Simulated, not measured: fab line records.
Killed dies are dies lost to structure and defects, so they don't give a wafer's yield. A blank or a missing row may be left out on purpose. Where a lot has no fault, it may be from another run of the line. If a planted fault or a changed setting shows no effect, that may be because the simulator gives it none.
fab line records    flow n5-finfet
record lots=9  wafers=27  last-day=17
route steps=1938 shown BEOL_M0_SAQP@637 BEOL_M4@1111
lots untouched by any fault: they come from a run of this same line in which no faults occurred
start-h: hours from the record's opening day to when the first of the lot's shown wafers began    wait-h: hours from the lot's prior step to this one    " identical to the entry in the row above    L1.1+2: a single row standing in for several wafers    - value missing, or start not given    * or withheld: withheld    < > ~ a bound
route shown NAME@n: a module of which the file shows steps, and the number in the route of the first    usual: the fault-free wafers' mean and standard deviation    same: alike in all rows    chamber/n: place in a boat    sites: per-site readings    _std_site: standard deviation of those values    _edge_site: mean of outer sites minus mean of inner sites    radius-mm: how far each site lies from the wafer's centre    mask NAME#n: copy n    behind: the tool/chamber that last shaped the wafer    hold: reason for holding the lot/hours on hold/outcome of the hold    device: the transistor (n, p or np) that didn't switch    end of line: tests of these same wafers at the route's end    a step without rows: its recipe alone    killed: dies lost to structure and defects at the first sort, not the wafer's yield    map: per-die view of a wafer (x killed, . not killed, _ where there is no die)
set.NAME: the setting that was run; set.NAME@STEP: the one run at that earlier step    model.NAME: the simulator's own value behind a step, which no gauge read
the route's steps for a sample of lots (tables are steps, rows are wafers)
services: the hour from which a tool's chamber was out of use, counted from the record's first day as start-h (under 0 if before that day), plus the number of hours and why
## steps
# step N5_BEOL_M0_SAQP_PECVD_97
# recipe material=SiNx  target-thk-a=230  temp-c=350  precursor=SiH4/NH3/N2  pressure-torr=1.5  rf-w=300  time-s=19.9
# usual heater-power-w=555/52  showerhead-plenum-p-Torr=5.118/0.024  throttle-valve-pct=40.4/2.8
lot.wafer  tool      chamber  start-h  wait-h  heater-power-w  showerhead-plenum-p-Torr  throttle-valve-pct
L202.1     pecvd-02  0        107.11   0.0     541             5.121                     41.4
L202.4     "         2        "        "       510             5.101                     38.5
L202.6     "         1        "        "       606             5.162                     41.3
L206.1     pecvd-01  0        130.27   0.0     533             5.109                     39.8
L206.3     "         1        "        "       609             5.096                     43.7
L206.5     "         0        "        "       538             5.110                     39.7
L208.2     pecvd-02  1        143.13   0.0     635             5.157                     41.5
L208.4     "         2        "        "       519             5.104                     38.1
L208.5     "         1        "        "       632             5.170                     41.5
L210.1     pecvd-02  1        152.71   0.0     623             5.158                     41.9
L210.4     "         0        "        "       578             5.137                     41.4
L210.6     "         2        "        "       491             5.105                     38.4
L214.3     pecvd-02  2        181.35   0.0     470             5.101                     38.8
L214.4     "         0        "        "       617             5.117                     41.7
L214.6     "         1        "        "       561             5.177                     41.4
L215.1     pecvd-04  1        183.32   0.0     636             5.123                     46.2
L215.2     "         0        "        "       551             5.116                     39.8
L215.5     "         0        "        "       550             5.121                     40.0
L216.3     pecvd-01  1        188.18   0.0     555             5.101                     43.7
L216.4     "         2        "        "       571             5.100                     35.9
L216.6     "         1        "        "       534             5.105                     43.6
L217.1     pecvd-01  0        198.19   0.0     475             5.116                     40.0
L217.3     "         2        "        "       495             5.096                     36.0
L217.4     "         0        "        "       467             5.107                     40.0
L224.1     pecvd-02  0        239.76   0.0     628             5.126                     41.7
L224.4     "         0        "        "       620             5.112                     41.4
L224.5     "         2        "        "       455             5.099                     38.9
# step N5_BEOL_M0_SAQP_MANDREL1_REMOVE_100
# recipe chemistry=HBr/Cl2/O2  bt-time-s=10  target=a-Si  stop-on=SiNx  endpoint=OES-SiCl  over-etch-frac=0.85  icp-w=600  bias-w=30  HBr_flow_sccm=150  Cl2_flow_sccm=80  O2_flow_sccm=5  pressure-mtorr=10
# usual drypump-motor-current-A=5.7/0.45  oes-product-au=1.002/0.017  throttle-valve-pct=36.7/0.33
lot.wafer  tool       chamber  start-h  wait-h  drypump-motor-current-A  oes-product-au  rf-hours-counter-h  throttle-valve-pct
L202.1     rie-si-03  2        109.34   0.1     5.7                      0.998           38                  36.5
L202.4     "          2        "        "       5.7                      1.007           -                   36.6
L202.6     "          1        "        "       5.0                      1.012           -                   37.1
L206.1     rie-si-06  0        132.58   0.1     5.5                      1.009           9                   36.6
L206.3     "          1        "        "       5.6                      1.014           141                 36.9
L206.5     "          2        "        "       5.7                      1.017           -                   37.2
L208.2     rie-si-02  3        145.19   0.1     6.0                      0.980           48                  36.9
L208.4     "          2        "        "       5.0                      1.012           103                 36.8
L208.5     "          2        "        "       5.0                      1.013           -                   36.8
L210.1     rie-si-03  3        155.20   0.1     6.1                      1.009           3                   36.1
L210.4     "          0        "        "       6.3                      0.981           179                 36.5
L210.6     "          3        "        "       6.1                      1.009           -                   36.1
L214.3     rie-si-03  0        183.53   0.1     6.2                      0.987           180                 36.5
L214.4     "          1        "        "       5.0                      1.033           34                  37.0
L214.6     "          2        "        "       5.7                      1.001           -                   36.6
L215.1     rie-si-03  1        186.14   0.1     5.0                      1.028           35                  37.1
L215.2     "          0        "        "       6.3                      0.983           180                 36.5
L215.5     "          1        "        "       5.0                      1.024           -                   37.0
L216.3     rie-si-02  0        191.17   0.1     5.2                      0.997           155                 36.3
L216.4     "          2        "        "       5.0                      1.005           104                 36.8
L216.6     "          1        "        "       5.9                      0.989           -                   37.0
L217.1     rie-si-06  2        200.98   0.1     5.7                      1.026           62                  37.2
L217.3     "          3        "        "       6.3                      0.995           2                   36.8
L217.4     "          0        "        "       5.5                      1.006           10                  36.6
L224.1     rie-si-02  3        242.66   0.1     6.0                      0.963           50                  36.9
L224.4     "          2        "        "       5.0                      1.002           105                 36.8
L224.5     "          2        "        "       5.0                      1.001           -                   36.8
# step N5_BEOL_M0_SAQP_COAT_105
# recipe resist=SOC  temp-c=250  time-s=60  spin-rpm=1500  resist-thk-nm=100
# usual exhaust-pa=45.2/0.84  spin-speed-rpm=1500.1/1.1
lot.wafer  tool            chamber  start-h  wait-h  exhaust-pa  spin-speed-rpm
L202.1     litho-track-02  0        110.09   0.3     45.2        1499.0
L202.4     "               0        "        "       45.8        1501.0
L202.6     "               0        "        "       46.6        1500.4
L206.1     litho-track-05  0        133.33   0.3     45.4        1500.0
L206.3     "               0        "        "       45.7        1500.4
L206.5     "               0        "        "       45.9        1500.0
L208.2     litho-track-02  0        145.94   0.3     44.1        1499.2
L208.4     "               0        "        "       47.1        1500.4
L208.5     "               0        "        "       45.0        1499.3
L210.1     litho-track-02  0        155.95   0.3     45.1        1500.7
L210.4     "               0        "        "       44.5        1501.3
L210.6     "               0        "        "       46.0        1500.5
L214.3     litho-track-02  0        184.29   0.2     44.9        1498.7
L214.4     "               0        "        "       44.9        1499.8
L214.6     "               0        "        "       45.8        1500.0
L215.1     litho-track-02  0        186.89   0.3     45.0        1396.2
L215.2     "               0        "        "       45.3        1392.5
L215.5     "               0        "        "       44.7        1393.8
L216.3     litho-track-02  0        191.96   0.2     44.9        1393.8
L216.4     "               0        "        "       45.9        1392.7
L216.6     "               0        "        "       44.4        1391.7
L217.1     litho-track-02  0        201.83   0.3     43.9        1393.7
L217.3     "               0        "        "       44.4        1392.5
L217.4     "               0        "        "       44.4        1393.5
L224.1     litho-track-04  0        243.42   0.3     43.7        1500.8
L224.4     "               0        "        "       44.0        1501.9
L224.5     "               0        "        "       43.7        1499.4
# step N5_BEOL_M0_SAQP_STRIP_108
# recipe chemistry=N2/H2  power-w=500  temp-c=40  pressure-mtorr=50  rf-frequency-hz=6e+07  overash-fraction=0.3  bias-power-w=28  h2-frac=0.5  n2-flow-sccm=300  h2-flow-sccm=300
# usual drypump-motor-current-A=5.84/0.24  oes-product-au=0.76/0.071  rf-vpp-V=121.7/1.1  showerhead-plenum-p-Torr=3.34/0.13  throttle-valve-pct=19.2/0.35
lot.wafer  tool         chamber  start-h  wait-h  drypump-motor-current-A  oes-product-au  rf-hours-counter-h  rf-vpp-V  showerhead-plenum-p-Torr  throttle-valve-pct
L202.1     rie-diel-04  3        110.25   0.0     6.24                     0.76            155                 120.9     3.37                      19.1
L202.4     "            0        "        "       5.55                     0.75            167                 120.7     3.21                      19.0
L202.6     "            2        "        "       5.62                     0.71            -                   120.5     3.18                      18.7
L206.1     rie-diel-03  0        133.50   0.0     6.28                     0.74            163                 122.0     3.35                      19.3
L206.3     "            3        "        "       5.80                     0.68            239                 121.5     3.17                      19.1
L206.5     "            3        "        "       5.82                     0.68            -                   120.5     3.17                      19.1
L208.2     rie-diel-05  1        146.10   0.0     5.68                     0.69            230                 121.5     3.32                      19.3
L208.4     "            0        "        "       5.84                     0.69            216                 123.7     3.32                      19.3
L208.5     "            0        "        "       5.83                     0.69            -                   121.5     3.32                      19.3
L210.1     rie-diel-03  3        156.11   0.0     5.83                     0.68            245                 121.0     3.17                      19.1
L210.4     "            2        "        "       5.71                     0.77            144                 123.8     3.48                      19.1
L210.6     "            2        "        "       5.72                     0.77            -                   121.0     3.48                      19.0
L214.3     rie-diel-03  0        184.44   0.0     6.27                     0.72            179                 122.3     3.34                      19.3
L214.4     "            1        "        "       5.62                     0.76            -                   121.7     3.23                      19.8
L214.6     "            0        "        "       6.27                     0.72            -                   121.8     3.34                      19.3
L215.1     rie-diel-05  0        187.06   0.0     5.82                     0.68            229                 119.8     3.32                      19.3
L215.2     "            1        "        "       5.71                     0.68            243                 122.5     3.31                      19.3
L215.5     "            3        "        "       6.02                     0.75            -                   120.9     3.22                      18.7
L216.3     rie-diel-04  1        192.17   0.0     6.02                     0.85            83                  120.8     3.28                      18.8
L216.4     "            2        "        "       5.64                     0.94            3                   122.1     3.57                      18.4
L216.6     "            0        "        "       5.56                     0.73            -                   120.8     3.19                      19.1
L217.1     rie-diel-03  3        202.03   0.0     5.80                     0.97            2                   122.8     3.57                      18.6
L217.3     "            2        "        "       5.72                     0.76            161                 122.1     3.47                      19.1
L217.4     "            0        "        "       6.26                     0.72            187                 122.9     3.34                      19.3
L224.1     rie-diel-03  1        243.59   0.0     5.57                     0.74            194                 121.1     3.22                      19.9
L224.4     "            0        "        "       6.25                     0.70            199                 121.8     3.33                      19.3
L224.5     "            0        "        "       6.28                     0.70            -                   119.7     3.33                      19.3
# step N5_BEOL_M4_RC_MEAS_101
# usual DIBL_N=36.8/1.5  DIBL_P=37.1/2.1  IOFF_N=0.168/0.03  IOFF_P=0.22/0.034  ION_N=679/12  ION_P=466/8  SS_N=71.7/0.58  SS_P=73.5/0.67  VT_N=248.8/2.7  VT_P=-250/3.3
lot.wafer  tool       chamber  start-h  wait-h  DIBL_N[mV/V]  DIBL_P[mV/V]  IOFF_N[nA/um]  IOFF_P[nA/um]  ION_N[uA/um]  ION_P[uA/um]  SS_N[mV/dec]  SS_P[mV/dec]  VT_N[mV]  VT_P[mV]
L202.1     prober-02  0        156.19   0.0     38.6          39.9          0.204          0.24           683           463           73.2          74.1          247.3     -249
L202.4     "          0        "        "       34.9          35.0          0.135          0.17           662           455           71.3          73.5          250.8     -256
L202.6     "          0        "        "       38.5          39.9          0.213          0.25           679           466           71.6          74.3          244.0     -247
L206.1     prober-02  0        179.56   0.0     36.4          37.5          0.165          0.22           677           468           71.8          72.7          247.4     -253
L206.3     "          0        "        "       38.7          40.5          0.200          0.27           687           468           72.6          74.0          246.2     -247
L206.5     "          0        "        "       36.0          37.8          0.152          0.23           679           468           71.0          72.7          251.6     -246
L208.2     prober-01  0        198.07   0.2     35.4          37.0          0.167          0.22           671           469           71.3          74.0          247.2     -249
L208.4     "          0        "        "       35.5          37.0          0.166          0.21           680           463           71.8          72.8          245.1     -248
L208.5     "          0        "        "       35.6          37.2          0.183          0.22           684           470           71.2          73.4          244.9     -247
L210.1     prober-02  0        211.98   0.0     38.5          38.9          0.202          0.22           682           455           72.4          74.0          246.2     -250
L210.4     "          0        "        "       35.3          36.3          0.153          0.19           678           466           72.1          73.2          250.0     -253
L210.6     "          0        "        "       37.8          39.0          0.204          0.24           696           467           72.0          74.1          245.2     -249
L214.3     prober-02  0        240.63   0.3     37.1          39.3          0.176          0.24           677           463           72.4          73.6          250.6     -246
L214.4     "          0        "        "       36.8          40.2          0.175          0.27           670           463           72.5          74.6          249.6     -246
L214.6     "          0        "        "       37.4          40.5          0.181          0.27           674           466           72.5          74.3          247.8     -246
L215.1     prober-02  0        242.12   0.0     34.3          32.5          0.132          0.19           662           465           70.9          73.3          250.2     -251
L215.2     "          0        "        "       36.4          34.9          0.166          0.22           676           470           71.2          73.4          247.7     -250
L215.5     "          0        "        "       35.6          34.2          0.152          0.21           670           461           71.0          74.0          249.4     -250
L216.3     prober-02  0        246.82   0.3     41.2          40.8          0.240          0.32           677           468           72.2          76.2          245.5     -248
L216.4     "          0        "        "       36.5          34.4          0.138          0.21           662           464           71.1          73.5          253.0     -251
L216.6     "          0        "        "       35.5          32.9          0.124          0.18           657           455           71.1          72.4          253.3     -249
L217.1     prober-02  0        248.52   0.0     36.5          37.7          0.184          0.21           686           463           71.9          73.9          245.8     -253
L217.3     "          0        "        "       35.7          37.1          0.152          0.19           682           471           71.7          72.8          249.9     -254
L217.4     "          0        "        "       38.2          39.7          0.230          0.24           697           476           73.2          74.2          242.6     -250
L224.1     prober-02  0        296.59   0.0     33.4          33.0          0.126          0.19           679           469           71.3          72.9          252.8     -251
L224.4     "          0        "        "       34.7          34.8          0.147          0.22           681           472           71.5          73.4          252.4     -247
L224.5     "          0        "        "       36.5          36.2          0.164          0.26           678           474           72.4          73.0          248.7     -246
## services
tool         chamber  start-h  hours  kind
rie-si-02    2        84.14    7.9    repair
rie-si-02    -        84.27    2.8    pm
rie-si-06    2        87.00    6.3    repair
rie-diel-05  -        97.29    2.8    pm
rie-si-03    3        101.59   13.9   repair
pecvd-04     -        130.72   0.6    repair
pecvd-02     -        136.68   2.8    pm
rie-diel-05  2        156.09   5.9    repair
rie-diel-03  -        158.81   0.4    repair
rie-si-06    -        163.30   0.8    repair
rie-diel-04  2        166.33   -      clean
rie-diel-04  2        166.33   -      consumable-replace:esc
rie-diel-04  2        166.33   -      consumable-replace:focus-ring
rie-diel-03  3        173.66   -      clean
rie-diel-03  3        173.66   -      consumable-replace:focus-ring
rie-diel-03  3        173.66   -      consumable-replace:showerhead
rie-diel-03  3        173.66   21.4   scheduled-down
rie-diel-03  3        173.66   21.4   vent-cycle
rie-si-02    2        217.46   1.7    repair
rie-si-02    3        221.68   11.3   repair
pecvd-01     2        225.97   5.5    scheduled-down
rie-diel-04  -        234.11   1.7    repair
rie-si-02    2        234.76   1.0    repair
rie-si-03    0        238.15   3.5    repair
## key
first-sign step=N5_BEOL_M0_SAQP_COAT_105  reading=spin-speed-rpm  direction=down  sigmas=95  usual=*  struck=*
effect none on later readings
met-at N5_BEOL_M0_SAQP_COAT_105
struck-lots L215,L216,L217
not-acting-at N5_BEOL_M0_SAQP_PECVD_97,N5_BEOL_M0_SAQP_MANDREL1_REMOVE_100,N5_BEOL_M0_SAQP_STRIP_108
onset-between 184.29 186.89
fault kind=process-parameter-drift  tool=litho-track-02  chamber=-  onset-h=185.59  steps=N5_BEOL_M0_SAQP_COAT_105  channel=spin-rpm  offset=*  shape=step  end-h=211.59  acts-in=*  stated=*
